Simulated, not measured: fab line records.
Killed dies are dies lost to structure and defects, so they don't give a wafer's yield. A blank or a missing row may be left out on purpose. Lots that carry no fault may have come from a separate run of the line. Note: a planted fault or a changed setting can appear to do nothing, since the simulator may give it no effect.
Struck lot and sound lot, side by side -- flow n5 finfet -- 14 out of 1938 route steps
Sound: wafers L694.3, L694.4, L694.6. Struck: wafers L707.2, L707.5 (left out: L707.6, a lot-mate that was not struck); the cause follows at the end.
For every step that has rows: the tool of each side, followed by ch and its chambers, followed by its first start. Under that, the readings that differ: sound wafers -- struck wafers -- difference of the means -- sigmas: that difference in standard deviations of wafers without a fault.
alike: words and numbers the same on both sides, and readings whose means are apart by under 2 such deviations; not compared: readings that were withheld, readings missing a value for some wafer, numbers with overlapping values and no deviation given by the record, and bounds like >300 which may hide the same value.
A row with sigmas, a row that says differs or no value, or rows on one side alone: a step with any of these is where the two part. Non-overlapping numbers with no deviation appear without sigmas and do not part them. A reading missing from all wafers of one side parts the sides only when that side holds two or more wafers.

first, 1 step without rows for these wafers: N5_BEOL_M10_DEVELOP_27 (develop time 30 s).
N5_BEOL_M10_CD_MEAS_28 targets a cd of 70 nm.
  sound on cd sem-02 ch 0, day 12 03:40; struck on cd sem-02 ch 0, day 15 06:23
reading,sound,struck,difference,sigmas
cd nm (nm),70.6 71.9 73.1,70.2 68.4,-2.6,-3
N5_BEOL_M10_OVL_MEAS_29:
  sound on overlay-01 ch 0, day 12 03:42; struck on overlay-01 ch 0, day 15 06:25
  alike: V9_OVL
N5_BEOL_M10_INSPECT_30: inspects for defects (brightfield).
  sound on defect inspect-02, day 12 03:43; struck on defect inspect-02, day 15 06:27
  alike: raw defect count
then, 1 step without rows for these wafers: N5_BEOL_M10_DESCUM_33 (chemistry O2, time 7.9 s).
N5_BEOL_M10_ETCH_65: etches SiARC in CF4, target depth 39 nm, time 65 s.
  sound on rie diel-05 ch 1,2, day 12 03:47; struck on rie diel-05 ch 2, day 15 06:31
  alike: drypump motor current A, etch rf on time s, oes product au, rf vpp V, showerhead plenum p Torr, throttle valve pct
  not compared: rf hours counter h
N5_BEOL_M10_ETCH_66: etches SOC in N2/H2, target depth 120 nm, overetch 24 nm, time 180 s.
  sound on rie diel-05 ch 0,2,3, day 12 03:50; struck on rie diel-05 ch 2, day 15 06:34
  alike: drypump motor current A, oes product au, rf vpp V, showerhead plenum p Torr, throttle valve pct
  not compared: rf hours counter h
then, 3 steps without rows for these wafers: N5_BEOL_M10_STRIP_69 (strips in N2/H2); N5_BEOL_M10_VIA_ETCH_34 (etches SiCOH lowk in C4F6/O2, target depth 184.5 nm, time 69.2 s); N5_BEOL_M10_STRIP_73 (strips in C4F6/O2).
N5_BEOL_M10_STRIP_36: strips in N2/H2.
  sound on rie diel-05 ch 0,3, day 12 04:02; struck on rie diel-05 ch 2, day 15 06:45
  alike: drypump motor current A, oes product au, rf vpp V, showerhead plenum p Torr, throttle valve pct
  not compared: rf hours counter h
N5_BEOL_M10_TRENCH_ETCH_37: etches SiCOH lowk in C4F6/O2, target depth 148.83 nm, time 48 s.
  sound: rie diel-05 ch 0,3; struck: rie diel-05 ch 2
  alike: drypump motor current A, oes product au, rf vpp V, showerhead plenum p Torr, throttle valve pct
  not compared: rf hours counter h
N5_BEOL_M10_ETCH_41: etches SiCN in CH3F/O2, target depth 42.6 nm, time 86 s.
  sound on rie diel-05 ch 0,3, day 12 04:07; struck on rie diel-05 ch 2, day 15 06:50
reading,sound,struck,difference,sigmas
oes product au (a.u.),0.86 0.67 0.87,1.03 1.01,+0.22,+3
model.etch.depth nm (nm),33.02 31.58 33.19,46.51 46.18,+13.75,
  alike: drypump motor current A, rf vpp V, showerhead plenum p Torr, throttle valve pct
  not compared: rf hours counter h
N5_BEOL_M10_STRIP_77: strips in N2/H2, time 10 s.
  sound: rie diel-05 ch 0,3; struck: rie diel-05 ch 2
  alike: drypump motor current A, oes product au, rf vpp V, showerhead plenum p Torr, throttle valve pct
  not compared: rf hours counter h

WHERE THEY PART
At N5_BEOL_M10_CD_MEAS_28 first; at N5_BEOL_M10_ETCH_41 last (within this record only). Later steps at which nothing parts them and some readings are alike: N5_BEOL_M10_STRIP_77.

WHY: the cause the simulator had injected
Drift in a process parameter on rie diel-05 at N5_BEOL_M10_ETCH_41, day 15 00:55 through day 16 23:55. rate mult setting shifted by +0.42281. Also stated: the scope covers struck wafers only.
